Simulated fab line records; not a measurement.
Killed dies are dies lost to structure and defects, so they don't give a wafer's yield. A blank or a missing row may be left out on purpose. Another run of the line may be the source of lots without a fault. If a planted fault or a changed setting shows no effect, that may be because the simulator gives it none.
Which tool was responsible?    flow n5_finfet    11 lots with 33 wafers sampled at 3 steps, on a route of 1938 steps

## WHAT THE GAUGES SHOWED, per wafer
N5_BEOL_M8_OVL_MEAS_29.
lot   measured      on          V7_OVL (nm)
L193  day 9 05:16   overlay-01  0.0 0.5 0.7
L192  day 9 20:55   overlay-01  -0.4 0.1 -0.5
L194  day 9 21:11   overlay-02  -0.2 -0.4 -0.7
L196  day 10 11:41  overlay-01  0.3 1.0 0.5
L198  day 10 17:28  overlay-01  0.0 0.2 0.5
L199  day 10 22:44  overlay-01  1.1 0.3 0.3
L200  day 11 00:28  overlay-01  0.2 0.6 1.1
L208  day 13 18:41  overlay-01  -0.5 -1.1 0.2
L210  day 14 11:02  overlay-01  0.5 -0.1 0.0
L213  day 14 18:28  overlay-01  -0.6 -0.8 0.6
L215  day 15 04:55  overlay-02  -1.0 -0.6 -1.2

## WHAT TOOL EACH LOT RAN ON (gives the tool, then ch and the chambers of the sampled wafers, and finally the start)
lot   N5_BEOL_M8_HM_DEP_02          N5_BEOL_M8_EXPOSE_25
L193  pvd_sputter-01, day 9 02:58   euv_scanner-01 ch 0, day 9 05:07
L192  pvd_sputter-03, day 9 17:16   euv_scanner-02 ch 0, day 9 20:46
L194  pvd_sputter-02, day 9 17:40   euv_scanner-02 ch 0, day 9 21:01
L196  pvd_sputter-03, day 10 09:35  euv_scanner-01 ch 0, day 10 11:31
L198  pvd_sputter-03, day 10 15:59  euv_scanner-01 ch 0, day 10 17:18
L199  pvd_sputter-01, day 10 19:34  euv_scanner-01 ch 0, day 10 22:34
L200  pvd_sputter-01, day 10 22:32  euv_scanner-01 ch 0, day 11 00:17
L208  pvd_sputter-01, day 13 14:32  euv_scanner-02 ch 0, day 13 18:31
L210  pvd_sputter-01, day 14 07:51  euv_scanner-02 ch 0, day 14 10:53
L213  pvd_sputter-02, day 14 16:57  euv_scanner-02 ch 0, day 14 18:18
L215  pvd_sputter-01, day 15 02:08  euv_scanner-02 ch 0, day 15 04:44
- N5_BEOL_M8_HM_DEP_02: deposits TiN, target thk 20 nm.
- N5_BEOL_M8_EXPOSE_25: exposes mask V7, target cd 40 nm.

## WHAT THE TOOLS THEMSELVES READ (means of the sampled wafers that have a number; where no wafer has one, the mark that the record gives instead)
N5_BEOL_M8_HM_DEP_02.
lot   tool            throttle_valve_pct (%)
L193  pvd_sputter-01  30.6
L192  pvd_sputter-03  29.8
L194  pvd_sputter-02  29.7
L196  pvd_sputter-03  30.0
L198  pvd_sputter-03  29.7
L199  pvd_sputter-01  31.6
L200  pvd_sputter-01  30.7
L208  pvd_sputter-01  30.3
L210  pvd_sputter-01  31.0
L213  pvd_sputter-02  29.7
L215  pvd_sputter-01  29.8

N5_BEOL_M8_EXPOSE_25.
lot   tool            exposure_dose_mJ_cm2
L193  euv_scanner-01  42.50
L192  euv_scanner-02  42.53
L194  euv_scanner-02  42.51
L196  euv_scanner-01  42.48
L198  euv_scanner-01  41.57
L199  euv_scanner-01  41.57
L200  euv_scanner-01  41.82
L208  euv_scanner-02  42.42
L210  euv_scanner-02  42.41
L213  euv_scanner-02  42.46
L215  euv_scanner-02  42.47

## THE ANSWER, worked out from the rows above alone
Rule: what is usual is taken from the lots themselves. The widest of any qualifying gaps counts: lots, ordered by their means at a reading, are off when they make up no more than a third of the lots, leave a main group of 4 or more, and stand apart from it by 3 or more times the standard deviation of that group's means. Not used: any main group whose means are identical at the precision the tables above print for the reading. Also off: a lot with no number at a reading for which 4 or more lots have one. Any other lot the step has rows for is counted as sound. After the gauges, taken in route order, come the tools' own readings; for these a lot's mean is taken, as printed above. At the first step where some lot is off, the reading lying furthest off is the one used; lots without a number count as furthest.
Off: L198, L199, L200, at N5_BEOL_M8_EXPOSE_25 (exposure_dose_mJ_cm2). Mean 42.47 and standard deviation 0.039 in the main group.
If a tool, at that step or one of the process steps before it, ran each lot that is off and ran no sound lot following the first of them, it fits. One fits: euv_scanner-01 at N5_BEOL_M8_EXPOSE_25. A fault onset in the window from L196 (day 10 11:31, its last sound lot) to L198 (day 10 17:18, its first lot off) fits.
On the lots that are off, the tool's own readings at N5_BEOL_M8_EXPOSE_25 differ by more than 5 times the standard deviation of the sound lots' means, which bears it out; exposure_dose_mJ_cm2 reads 41.65 there versus 42.47 on the sound lots.

## WHAT HAD BEEN PUT IN BY THE SIMULATOR
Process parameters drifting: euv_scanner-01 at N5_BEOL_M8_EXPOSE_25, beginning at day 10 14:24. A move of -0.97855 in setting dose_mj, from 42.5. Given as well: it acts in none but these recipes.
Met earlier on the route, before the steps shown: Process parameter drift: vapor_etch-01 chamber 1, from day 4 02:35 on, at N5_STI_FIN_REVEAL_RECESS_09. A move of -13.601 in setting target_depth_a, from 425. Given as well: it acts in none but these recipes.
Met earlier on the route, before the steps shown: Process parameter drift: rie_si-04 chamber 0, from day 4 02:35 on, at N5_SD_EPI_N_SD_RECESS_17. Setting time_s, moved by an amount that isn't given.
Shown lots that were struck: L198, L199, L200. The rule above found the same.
